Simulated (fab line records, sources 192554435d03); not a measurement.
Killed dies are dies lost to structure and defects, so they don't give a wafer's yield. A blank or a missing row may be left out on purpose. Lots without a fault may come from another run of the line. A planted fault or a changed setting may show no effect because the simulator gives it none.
fab line records | flow n5_finfet
record lots=7 wafers=21
route steps=1938 shown PMOS_HMC_CHANNEL_EPI@59 FIN_SAQP@125 DUMMY_GATE@228 GATE_CUT@510 MOL_CONTACT_COAG@559 BEOL_M0_SAQP@638
start_h: hours from the record's first day to the start of the lot's first wafer shown | wait_h: hours since the lot's step before | " the same as in the row above | L1.1+2: a row that stands for several wafers | - no value, or no start given | * or withheld: withheld | < > ~ a bound
route shown NAME@n: a module of which the file shows steps, and the number in the route of the first | usual: mean/standard deviation of fault-free wafers | same: alike in all rows | chamber/n: place in a boat | sites: the reading at each site | _std_site: their standard deviation | _edge_site: outer sites' mean less inner sites' | radius_mm: how far each site lies from the wafer's centre | mask NAME#n: copy n | behind: the tool/chamber that last shaped the wafer | hold: why the lot was held/for how many hours/how that ended | device: the transistor (n, p or np) that didn't switch | end of line: the same wafers' tests at the end of the route | a step without rows: its recipe alone | killed: dies lost to structure and defects at the first sort, not the wafer's yield | map: a wafer's dies, x killed, . not, _ none there
set.NAME: the setting as run; set.NAME@STEP: as run at that earlier step | model.NAME: the simulator's own value behind a step, which no gauge read
lots whose settings were changed on purpose; a table a step, a row a wafer
## steps
# step N5_PMOS_HMC_CHANNEL_EPI_COAT_03
# recipe resist=CAR-ArF-block spin_rpm=1500 resist_thk_nm=205
# columns lot.wafer tool chamber start_h wait_h set.spin_rpm model.CAR-ArF-block_of_PMOS_HMC_CHANNEL_EPI_COAT_03.thk_nm
L079.1 litho_track-04 0 - - 1387 213.2
L079.3 " 0 " " 1500 205.6
L079.5 " 0 " " 1387 213
L082.1 litho_track-05 0 - - 1500 204.8
L082.2 " 0 " " 1500 204.7
L082.4 " 0 " " 1500 204.4
L083.1 litho_track-02 0 - - 1500 205.1
L083.3 " 0 " " 1500 204.7
L083.6 " 0 " " 1500 205
L089.3 litho_track-04 0 - - 1500 205
L089.5 " 0 " " 1341 217.7
L089.6 " 0 " " 1341 217
L090.2 litho_track-02 0 - - 1500 205.7
L090.3 " 0 " " 1660 195.5
L090.4 " 0 " " 1660 195.1
L094.2 litho_track-04 0 - - 1500 205.2
L094.3 " 0 " " 1500 205
L094.5 " 0 " " 1587 199.8
L095.1 litho_track-05 0 - - 1500 205.9
L095.3 " 0 " " 1500 204.8
L095.4 " 0 " " 1500 205.8
# step N5_PMOS_HMC_CHANNEL_EPI_PEB_07
# recipe peb_temp_c=110 peb_time_s=60 resist=CAR-ArF-block
# columns lot.wafer tool chamber start_h wait_h set.peb_time_s
L079.1+3+5 litho_track-02 0 48.63 0.1 60
L082.1 litho_track-05 0 65.92 0.1 71.98
L082.2+4 " 0 " " 60
L083.1+3+6 litho_track-05 0 71.91 0.1 60
L089.3+6 litho_track-05 0 107.29 0.0 48.31
L089.5 " 0 " " 60
L090.2+4 litho_track-02 0 113.35 0.0 52.17
L090.3 " 0 " " 60
L094.2+5 litho_track-04 0 137.35 0.0 53.16
L094.3 " 0 " " 60
L095.1+4 litho_track-02 0 143.27 0.1 60
L095.3 " 0 " " 69.8
# step N5_PMOS_HMC_CHANNEL_EPI_DEVELOP_08
# recipe develop_time_s=30 developer=TMAH resist=CAR-ArF-block dev_temp_c=23 rinse_liquid=diw dry=air_spin
# step N5_PMOS_HMC_CHANNEL_EPI_CD_MEAS_09
# recipe target_cd_nm=237.4 landing_energy_ev=500 detector=se_inlens
# usual cd_nm=237.4/1.3
# columns lot.wafer tool chamber start_h wait_h set.peb_time_s@PMOS_HMC_CHANNEL_EPI_PEB_07 cd_nm
L079.1 cd_sem-01 0 48.70 - 60 235.8
L079.3 " 0 " " 60 235.0
L079.5 " 0 " " 60 235.9
L082.1 cd_sem-02 0 65.99 - 71.98 245.7
L082.2 " 0 " " 60 237.8
L082.4 " 0 " " 60 236.6
L083.1 cd_sem-03 0 71.98 - 60 238.4
L083.3 " 0 " " 60 238.9
L083.6 " 0 " " 60 239.2
L089.3 cd_sem-02 0 107.35 - 48.31 229.8
L089.5 " 0 " " 60 237.7
L089.6 " 0 " " 48.31 226.5
L090.2 cd_sem-03 0 113.42 - 52.17 232.1
L090.3 " 0 " " 60 237.8
L090.4 " 0 " " 52.17 230.7
L094.2 cd_sem-02 0 137.42 - 53.16 229.4
L094.3 " 0 " " 60 235.2
L094.5 " 0 " " 53.16 230.3
L095.1 cd_sem-02 0 143.34 - 60 235.1
L095.3 " 0 " " 69.8 241.9
L095.4 " 0 " " 60 236.3
# step N5_PMOS_HMC_CHANNEL_EPI_DESCUM_14
# recipe chemistry=O2 time_s=7.9 source_power_w=50 bias_power_w=20 pressure_mtorr=20 rf_frequency_hz=2.712e+07 temp_c=40 resist=CAR-ArF-block o2_flow_sccm=225
# columns lot.wafer tool chamber start_h wait_h set.peb_time_s@PMOS_HMC_CHANNEL_EPI_PEB_07 model.PMOS_HMC_CHANNEL_EPI.cd_nm
L079.1 rie_diel-02 0 48.80 0.0 60 235.9
L079.3 " 1 " " 60 235.1
L079.5 " 0 " " 60 236
L082.1 rie_diel-02 2 66.07 0.0 71.98 245.6
L082.2 " 1 " " 60 237.7
L082.4 " 0 " " 60 236.3
L083.1 rie_diel-01 0 72.07 0.0 60 238.2
L083.3 " 3 " " 60 238.4
L083.6 " 0 " " 60 238.9
L089.3 rie_diel-02 1 107.99 0.6 48.31 229.5
L089.5 " 3 " " 60 237.4
L089.6 " 1 " " 48.31 226.4
L090.2 rie_diel-02 1 113.50 0.0 52.17 231.6
L090.3 " 3 " " 60 237.9
L090.4 " 3 " " 52.17 230.3
L094.2 rie_diel-02 2 137.60 0.1 53.16 229.5
L094.3 " 3 " " 60 235.3
L094.5 " 0 " " 53.16 230.1
L095.1 rie_diel-04 3 143.43 0.0 60 234.6
L095.3 " 1 " " 69.8 241.8
L095.4 " 1 " " 60 236.1
# step N5_PMOS_HMC_CHANNEL_EPI_ETCH_32
# recipe chemistry=N2/H2 target=BARC stop_on=SiO2 target_depth_a=858 over_etch_frac=0.3 time_s=50.3 ion_energy_ev=200 mask_material=CAR-ArF-block pressure_mtorr=30 source_w=840 bias_w=150 n2_flow_sccm=200 h2_flow_sccm=200
# columns lot.wafer tool chamber start_h wait_h set.peb_time_s@PMOS_HMC_CHANNEL_EPI_PEB_07 model.PMOS_HMC_CHANNEL_EPI.cd_nm
L079.1 rie_diel-02 0 48.84 0.0 60 238.8
L079.3 " 1 " " 60 236
L079.5 " 0 " " 60 239
L082.1 rie_diel-02 2 66.11 0.0 71.98 248.6
L082.2 " 1 " " 60 239.9
L082.4 " 0 " " 60 239.1
L083.1 rie_diel-01 0 72.10 0.0 60 241.8
L083.3 " 3 " " 60 239.5
L083.6 " 0 " " 60 242.1
L089.3 rie_diel-02 1 108.03 0.0 48.31 231.2
L089.5 " 3 " " 60 240.4
L089.6 " 1 " " 48.31 228.8
L090.2 rie_diel-02 1 113.54 0.0 52.17 233.7
L090.3 " 3 " " 60 240.8
L090.4 " 3 " " 52.17 232.6
L094.2 rie_diel-02 2 137.63 0.0 53.16 232.7
L094.3 " 3 " " 60 238
L094.5 " 0 " " 53.16 233.2
L095.1 rie_diel-04 3 143.46 0.0 60 238.4
L095.3 " 1 " " 69.8 244.8
L095.4 " 1 " " 60 239.1
# step N5_PMOS_HMC_CHANNEL_EPI_HM_OPEN_15
# recipe chemistry=CHF3/O2 target=SiO2 mask_material=CAR-ArF-block target_depth_a=406 CHF3_flow_sccm=50 O2_flow_sccm=5 Ar_flow_sccm=200 time_s=20.3 pressure_mtorr=30 source_w=650 bias_w=170 ion_energy_ev=200
# step N5_PMOS_HMC_CHANNEL_EPI_STRIP_33
# recipe chemistry=N2/H2 power_w=500 temp_c=40 pressure_mtorr=50 rf_frequency_hz=6e+07 overash_fraction=0.3 bias_power_w=8 h2_frac=0.5 n2_flow_sccm=300 h2_flow_sccm=300
# step N5_PMOS_HMC_CHANNEL_EPI_STRIP_17
# recipe chemistry=SPM time_s=750 temp_c=130 h2so4_h2o2_vol_ratio=4 dry=ipa_marangoni
# step N5_PMOS_HMC_CHANNEL_EPI_ETCH_38
# recipe chemistry=CF4 target=SiO2 target_depth_a=15 ion_energy_ev=350 pressure_mtorr=10 icp_w=800 bias_w=400 cf4_flow_sccm=80
# columns lot.wafer tool chamber start_h wait_h set.peb_time_s@PMOS_HMC_CHANNEL_EPI_PEB_07 model.PMOS_HMC_CHANNEL_EPI.cd_nm
L079.1+5 rie_si-04 3,0 49.24 0.0 60 239
L079.3 " 0 " " 60 235.9
L082.1 rie_si-06 0 66.51 0.0 71.98 248.5
L082.2 " 1 " " 60 240.1
L082.4 " 3 " " 60 239.2
L083.1 rie_si-02 2 72.50 0.0 60 241.8
L083.3 " 3 " " 60 239.5
L083.6 " 1 " " 60 242
L089.3 rie_si-04 2 108.45 0.0 48.31 231.2
L089.5 " 0 " " 60 240.5
L089.6 " 3 " " 48.31 228.9
L090.2 rie_si-04 0 113.96 0.0 52.17 233.7
L090.3 " 3 " " 60 241
L090.4 " 2 " " 52.17 232.8
L094.2 rie_si-06 2 138.03 0.0 53.16 232.9
L094.3 " 1 " " 60 238.2
L094.5 " 3 " " 53.16 233.2
L095.1 rie_si-04 3 143.86 0.0 60 238.3
L095.3 " 0 " " 69.8 244.5
L095.4 " 2 " " 60 238.9
# step N5_FIN_SAQP_SPACER1_ALD_24
# recipe material=SiO2 target_thk_a=203 temp_c=300 ald_precursor_family=BDEAS ald_co_reactant=O2-plasma pulse_time_s=1 purge_time_s=2 co_reactant_purge_time_s=2 ald_cycles=218 pressure_torr=2
# columns lot.wafer tool chamber start_h wait_h set.ald_cycles model.SiO2_of_FIN_SAQP_SPACER1_ALD_24.thk_nm
L079.1 ald_sin-01 0 54.26 0.3 187 17.6
L079.3+5 " 3,1 " " 218 20.2
L082.1 ald_sin-01 0 72.00 0.3 218 20.4
L082.2 " 3 " " 218 20.2
L082.4 " 2 " " 195 18.2
L083.1+3+6 ald_sin-01 0,1,2 77.48 0.3 218 20.4
L089.3+5 ald_sin-03 2,1 113.49 0.2 235 22
L089.6 " 2 " " 218 20.4
L090.2+3+4 ald_sin-02 0,2,3 121.06 0.3 218 20.4
L094.2+5 ald_sin-01 3,1 142.94 0.3 238 22.2
L094.3 " 1 " " 218 20.4
L095.1 ald_sin-03 0 150.21 0.3 232 21.6
L095.3 " 1 " " 218 20.4
L095.4 " 2 " " 218 20.2
# step N5_FIN_SAQP_SPACER1_ETCHBACK_25
# recipe chemistry=CHF3/O2 mode=anisotropic_etchback target=SiO2 target_depth_a=244 time_s=12.2 pressure_mtorr=30 source_w=650 bias_w=170 Ar_flow_sccm=200 CHF3_flow_sccm=50 O2_flow_sccm=5 ion_energy_ev=200
# step N5_FIN_SAQP_MANDREL1_REMOVE_56
# recipe chemistry=HBr/Cl2/O2 bt_time_s=10 target=a-Si stop_on=SiNx endpoint=OES-SiCl over_etch_frac=1 icp_w=600 bias_w=22 HBr_flow_sccm=150 Cl2_flow_sccm=80 O2_flow_sccm=5 pressure_mtorr=10
# columns lot.wafer tool chamber start_h wait_h set.ald_cycles@FIN_SAQP_SPACER1_ALD_24 model.FIN_SAQP.cd_nm
L079.1 rie_si-03 1 55.06 0.1 187 17.4
L079.3+5 " 3,2 " " 218 20.2
L082.1 rie_si-01 1 72.90 0.1 218 20.4
L082.2 " 0 " " 218 20.2
L082.4 " 1 " " 195 18.2
L083.1 rie_si-05 0 78.28 0.1 218 20
L083.3 " 1 " " 218 20.4
L083.6 " 3 " " 218 20.2
L089.3 rie_si-05 2 114.33 0.1 235 22.2
L089.5 " 0 " " 235 22
L089.6 " 3 " " 218 20.4
L090.2+4 rie_si-05 3,1 121.86 0.1 218 20.4
L090.3 " 0 " " 218 20.2
L094.2 rie_si-03 3 143.74 0.1 238 22
L094.3 " 2 " " 218 20.4
L094.5 " 1 " " 238 22.2
L095.1 rie_si-05 1 151.05 0.1 232 21.6
L095.3 " 3 " " 218 20.2
L095.4 " 2 " " 218 20.6
# step N5_FIN_SAQP_CD_MEAS_27
# recipe target_cd_nm=20 landing_energy_ev=1000 detector=se_inlens polarity=line
# usual cd_nm=20.24/0.25
# columns lot.wafer tool chamber start_h wait_h set.ald_cycles@FIN_SAQP_SPACER1_ALD_24 cd_nm
L079.1 cd_sem-01 0 55.17 0.1 187 17.19
L079.3 " 0 " " 218 20.19
L079.5 " 0 " " 218 20.23
L082.1 cd_sem-03 0 73.01 0.1 218 20.52
L082.2 " 0 " " 218 20.31
L082.4 " 0 " " 195 18.29
L083.1 cd_sem-02 0 78.39 0.1 218 19.88
L083.3 " 0 " " 218 20.11
L083.6 " 0 " " 218 20.07
L089.3 cd_sem-02 0 114.45 0.1 235 22.32
L089.5 " 0 " " 235 21.88
L089.6 " 0 " " 218 20.55
L090.2 cd_sem-03 0 121.97 0.1 218 20.46
L090.3 " 0 " " 218 20.08
L090.4 " 0 " " 218 20.30
L094.2 cd_sem-03 0 143.85 0.1 238 22.05
L094.3 " 0 " " 218 20.82
L094.5 " 0 " " 238 22.05
L095.1 cd_sem-03 0 151.16 0.1 232 21.35
L095.3 " 0 " " 218 20.52
L095.4 " 0 " " 218 20.39
# step N5_DUMMY_GATE_EXPOSE_12
# recipe mask_id=GATE na=0.33 source_shape=annular sigma_inner=0.2 sigma_outer=0.6 polarization=unpolarized target_cd_nm=25 dose_mj=34
# columns lot.wafer tool chamber start_h wait_h mask set.dose_mj
L079.1+5 euv_scanner-01 0 76.70 - GATE#0 34
L079.3 " 0 " " GATE#0 35.56
L082.1+2+4 euv_scanner-01 0 96.05 - GATE#0 34
L083.1+3+6 euv_scanner-02 0 103.56 - GATE#0 34
L089.3+6 euv_scanner-01 0 139.04 - GATE#0 34
L089.5 " 0 " " GATE#0 32.96
L090.2+4 euv_scanner-02 0 145.17 - GATE#0 34
L090.3 " 0 " " GATE#0 31.75
L094.2+3 euv_scanner-02 0 166.89 - GATE#0 32
L094.5 " 0 " " GATE#0 34
L095.1+4 euv_scanner-01 0 174.80 - GATE#0 34
L095.3 " 0 " " GATE#0 33.01
# step N5_DUMMY_GATE_PEB_13
# recipe peb_temp_c=100 peb_time_s=60 resist=CAR-EUV
# step N5_DUMMY_GATE_DEVELOP_14
# recipe develop_time_s=30 developer=TMAH resist=CAR-EUV rinse_liquid=surfactant_rinse dry=air_spin dev_temp_c=23
# step N5_DUMMY_GATE_CD_MEAS_15
# recipe target_cd_nm=25.8 landing_energy_ev=500 detector=se_inlens
# usual cd_nm=24.93/0.27
# columns lot.wafer tool chamber start_h wait_h set.dose_mj@DUMMY_GATE_EXPOSE_12 cd_nm
L079.1 cd_sem-02 0 76.83 - 34 24.92
L079.3 " 0 " " 35.56 24.48
L079.5 " 0 " " 34 24.98
L082.1 cd_sem-03 0 96.18 - 34 25.17
L082.2 " 0 " " 34 25.18
L082.4 " 0 " " 34 25.10
L083.1 cd_sem-02 0 103.68 - 34 25.05
L083.3 " 0 " " 34 24.86
L083.6 " 0 " " 34 24.95
L089.3 cd_sem-03 0 139.16 - 34 24.49
L089.5 " 0 " " 32.96 25.33
L089.6 " 0 " " 34 24.45
L090.2 cd_sem-02 0 145.29 - 34 24.83
L090.3 " 0 " " 31.75 26.12
L090.4 " 0 " " 34 25.05
L094.2 cd_sem-03 0 167.02 - 32 25.59
L094.3 " 0 " " 32 25.61
L094.5 " 0 " " 34 24.21
L095.1 cd_sem-02 0 174.92 - 34 25.47
L095.3 " 0 " " 33.01 25.83
L095.4 " 0 " " 34 25.35
# step N5_DUMMY_GATE_DESCUM_20
# recipe chemistry=O2 time_s=6.2 source_power_w=50 bias_power_w=20 pressure_mtorr=20 rf_frequency_hz=2.712e+07 temp_c=40 resist=CAR-EUV o2_flow_sccm=225
# columns lot.wafer tool chamber start_h wait_h set.time_s model.CAR-EUV_of_DUMMY_GATE_COAT_09.thk_nm
L079.1 rie_diel-04 3 76.98 0.0 6.2 26.6
L079.3 " 1 " " 4.994 27
L079.5 " 2 " " 4.994 27.2
L082.1+4 rie_diel-02 2,3 96.31 0.0 6.2 26.6
L082.2 " 1 " " 6.931 26
L083.1+3+6 rie_diel-01 2,3,0 103.82 0.0 6.2 26.6
L089.3+5 rie_diel-01 0,3 139.28 0.0 5.046 27.2
L089.6 " 2 " " 6.2 26.6
L090.2 rie_diel-02 1 145.42 0.0 5.104 26.8
L090.3+4 " 3,2 " " 6.2 26.4
L094.2 rie_diel-02 0 167.15 0.0 6.2 26.6
L094.3 " 2 " " 6.2 26.4
L094.5 " 2 " " 4.805 27.2
L095.1 rie_diel-02 3 175.43 0.4 6.2 26.6
L095.3 " 1 " " 6.805 26.4
L095.4 " 2 " " 6.805 26.2
# step N5_GATE_CUT_ALD_22
# recipe material=SiNx target_thk_a=160 temp_c=400 ald_precursor_family=SiH2I2 ald_co_reactant=N2/H2-plasma pulse_time_s=1 ald_cycles=320 purge_time_s=2 co_reactant_purge_time_s=2 pressure_torr=2
# columns lot.wafer tool chamber start_h wait_h set.ald_cycles model.SiNx_of_GATE_CUT_ALD_22.thk_nm
L079.1 ald_sin-01 0 114.77 0.0 277 13.8
L079.3+5 " 1,3 " " 320 16
L082.1 ald_sin-03 3 139.51 0.3 320 16.2
L082.2+4 " 2,1 " " 320 16
L083.1+3+6 ald_sin-03 0,2,1 144.99 0.0 320 16
L089.3 ald_sin-04 3 175.89 0.0 320 16
L089.5 " 3 " " 282 14.2
L089.6 " 0 " " 282 14
L090.2+4 ald_sin-03 2,1 184.27 0.0 320 16
L090.3 " 0 " " 347 17.6
L094.2+3 ald_sin-03 2,0 205.08 0.0 302 15
L094.5 " 1 " " 320 16
L095.1 ald_sin-03 0 212.34 0.0 320 16
L095.3+4 " 3,1 " " 307 15.4
# step N5_MOL_CONTACT_COAG_ALD_27
# recipe material=SiOC target_thk_a=170 temp_c=400 ald_precursor_family=carbosiloxane ald_co_reactant=H2-plasma pulse_time_s=1.5 time_s=2720 purge_time_s=2 co_reactant_purge_time_s=2 ald_cycles=340 pressure_torr=2
# columns lot.wafer tool chamber start_h wait_h set.ald_cycles model.SiOC_of_MOL_CONTACT_COAG_ALD_27.thk_nm
L079.1 ald_sin-03 1 123.65 0.4 340 17.2
L079.3 " 2 " " 362 18.2
L079.5 " 2 " " 340 17
L082.1+4 ald_sin-02 1,0 148.99 0.0 340 17.2
L082.2 " 3 " " 284 14.2
L083.1+3+6 ald_sin-03 0,1,2 157.17 0.4 340 17
L089.3 ald_sin-01 3 185.90 1.4 340 16.8
L089.5 " 2 " " 340 17.2
L089.6 " 3 " " 340 17
L090.2+3 ald_sin-02 0,1 195.91 0.0 316 15.8
L090.4 " 2 " " 340 17
L094.2 ald_sin-03 3 214.22 0.0 340 17
L094.3 " 0 " " 368 18.2
L094.5 " 0 " " 368 18.4
L095.1 ald_sin-01 0 224.64 0.0 340 17
L095.3 " 2 " " 364 18.2
L095.4 " 1 " " 364 18
# step N5_BEOL_M0_SAQP_PECVD_04
# recipe material=a-Si target_thk_a=600 temp_c=350 precursor=SiH4/He pressure_torr=3 rf_w=100 time_s=60.2
# columns lot.wafer tool chamber start_h wait_h set.time_s model.a-Si_of_BEOL_M0_SAQP_PECVD_04.thk_nm
L079.1 pecvd-03 1 134.29 0.0 60.2 58.2
L079.3 " 2 " " 57.25 55.2
L079.5 " 2 " " 57.25 56
L082.1 pecvd-03 0 159.83 0.0 60.2 57.4
L082.2 " 1 " " 60.2 58.8
L082.4 " 2 " " 54.65 54
L083.1 pecvd-02 1 169.55 0.0 60.2 58.8
L083.3 " 0 " " 60.2 59
L083.6 " 0 " " 60.2 59.8
L089.3 pecvd-02 1 197.84 0.0 60.2 60
L089.5 " 2 " " 60.2 60.2
L089.6 " 0 " " 60.2 60.8
L090.2 pecvd-04 1 205.71 0.0 54.7 54.8
L090.3+4 " 2,0 " " 54.7 53.8
L094.2 pecvd-03 2 224.51 0.0 60.2 58
L094.3 " 0 " " 60.2 58.2
L094.5 " 0 " " 60.2 58.4
L095.1 pecvd-04 2 237.19 0.0 54.49 53.8
L095.3 " 1 " " 54.49 54.2
L095.4 " 1 " " 60.2 62.2
# step N5_BEOL_M0_SAQP_THK_MEAS_05
# usual thk_nm=59.7/1.1
# columns lot.wafer tool chamber start_h wait_h set.time_s@BEOL_M0_SAQP_PECVD_04 thk_nm
L079.1 film_metro-02 - 134.39 0.1 60.2 58.2
L079.3 " - " " 57.25 55.2
L079.5 " - " " 57.25 56.1
L082.1 film_metro-02 - 159.92 0.1 60.2 57.4
L082.2 " - " " 60.2 58.7
L082.4 " - " " 54.65 54.0
L083.1 film_metro-02 - 169.65 0.1 60.2 58.8
L083.3 " - " " 60.2 59.0
L083.6 " - " " 60.2 59.7
L089.3 film_metro-01 - 197.94 0.1 60.2 60.1
L089.5 " - " " 60.2 60.2
L089.6 " - " " 60.2 60.7
L090.2 film_metro-01 - 205.81 0.1 54.7 54.8
L090.3 " - " " 54.7 53.8
L090.4 " - " " 54.7 53.7
L094.2 film_metro-01 - 224.60 0.1 60.2 58.0
L094.3 " - " " 60.2 58.1
L094.5 " - " " 60.2 58.5
L095.1 film_metro-01 - 237.30 0.1 54.49 53.9
L095.3 " - " " 54.49 54.3
L095.4 " - " " 60.2 62.1
## key
split step=N5_PMOS_HMC_CHANNEL_EPI_COAT_03 setting=spin_rpm stated=1500 by=wafer
response step=N5_PMOS_HMC_CHANNEL_EPI_COAT_03 reading=model.CAR-ArF-block_of_PMOS_HMC_CHANNEL_EPI_COAT_03.thk_nm change=-1.04 per=1% r=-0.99
split step=N5_PMOS_HMC_CHANNEL_EPI_PEB_07 setting=peb_time_s stated=60 by=wafer
response step=N5_PMOS_HMC_CHANNEL_EPI_CD_MEAS_09 reading=cd_nm change=+0.447 per=1% r=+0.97
response step=N5_PMOS_HMC_CHANNEL_EPI_DESCUM_14 reading=model.PMOS_HMC_CHANNEL_EPI.cd_nm change=+0.456 per=1% r=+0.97
response step=N5_PMOS_HMC_CHANNEL_EPI_ETCH_32 reading=model.PMOS_HMC_CHANNEL_EPI.cd_nm change=+0.476 per=1% r=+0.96
response step=N5_PMOS_HMC_CHANNEL_EPI_ETCH_38 reading=model.PMOS_HMC_CHANNEL_EPI.cd_nm change=+0.474 per=1% r=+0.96
split step=N5_FIN_SAQP_SPACER1_ALD_24 setting=ald_cycles stated=218 by=wafer
response step=N5_FIN_SAQP_SPACER1_ALD_24 reading=model.SiO2_of_FIN_SAQP_SPACER1_ALD_24.thk_nm change=+0.193 per=1% r=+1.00
response step=N5_FIN_SAQP_MANDREL1_REMOVE_56 reading=model.FIN_SAQP.cd_nm change=+0.197 per=1% r=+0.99
response step=N5_FIN_SAQP_CD_MEAS_27 reading=cd_nm change=+0.189 per=1% r=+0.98
split step=N5_DUMMY_GATE_EXPOSE_12 setting=dose_mj stated=34 by=wafer
response step=N5_DUMMY_GATE_CD_MEAS_15 reading=cd_nm change=-0.187 per=1% r=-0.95
split step=N5_DUMMY_GATE_DESCUM_20 setting=time_s stated=6.2 by=wafer
response step=N5_DUMMY_GATE_DESCUM_20 reading=model.CAR-EUV_of_DUMMY_GATE_COAT_09.thk_nm change=-0.0302 per=1% r=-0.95
split step=N5_GATE_CUT_ALD_22 setting=ald_cycles stated=320 by=wafer
response step=N5_GATE_CUT_ALD_22 reading=model.SiNx_of_GATE_CUT_ALD_22.thk_nm change=+0.167 per=1% r=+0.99
split step=N5_MOL_CONTACT_COAG_ALD_27 setting=ald_cycles stated=340 by=wafer
response step=N5_MOL_CONTACT_COAG_ALD_27 reading=model.SiOC_of_MOL_CONTACT_COAG_ALD_27.thk_nm change=+0.174 per=1% r=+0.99
split step=N5_BEOL_M0_SAQP_PECVD_04 setting=time_s stated=60.2 by=wafer
response step=N5_BEOL_M0_SAQP_PECVD_04 reading=model.a-Si_of_BEOL_M0_SAQP_PECVD_04.thk_nm change=+0.645 per=1% r=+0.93
response step=N5_BEOL_M0_SAQP_THK_MEAS_05 reading=thk_nm change=* per=1% r=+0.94
